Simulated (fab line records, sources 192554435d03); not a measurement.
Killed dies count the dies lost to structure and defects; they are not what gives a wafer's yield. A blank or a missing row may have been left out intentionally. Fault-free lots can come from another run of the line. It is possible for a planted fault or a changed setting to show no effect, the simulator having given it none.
Chamber matching    flow n5_finfet    N5_DUMMY_GATE_ETCH_37 on rie_diel-01: 4 sister chambers
The step etches SOC in N2/H2, target depth 60 nm, overetch 30 nm. 4 wafers are shown with their chamber, then 8 later ones without.

## WAFERS PAIRED WITH THEIR CHAMBERS
wafer   chamber  showerhead_plenum_p_Torr (Torr)
L079.6  0        2.58
L090.1  3        2.53
L090.3  2        2.64
L091.1  1        2.49

## WAFERS MISSING THEIR CHAMBER
wafer   showerhead_plenum_p_Torr (Torr)
L091.2  2.63
L091.4  2.49
L095.1  2.49
L095.2  2.52
L095.4  2.63
L096.4  2.57
L096.5  2.57
L096.6  2.49

## WHICH CHAMBER EACH ONE RAN IN
wafer   from the rows above  in truth
L091.2  2                    2
L091.4  1                    1
L095.1  1                    1
L095.2  3                    3
L095.4  2                    2
L096.4  0                    0
L096.5  0                    0
L096.6  1                    1
8 of 8 placed correctly. Can't be placed from these rows: 0. Wrongly placed: 0.
How it was worked out, from the rows above alone: a wafer's distance from a chamber is the root of the sum, over the readings, of the square of ((its reading less the chamber's mean) divided by the reading's scatter). If the next closest chamber is less than 2 further off than the closest, the wafer can't be placed; otherwise it belongs to the closest. For every chamber, the mean is computed from those of its wafers that are shown. The scatter (one wafer shown for each chamber): square how far every hidden wafer sits from the nearest shown wafer, average those squares and take the square root.
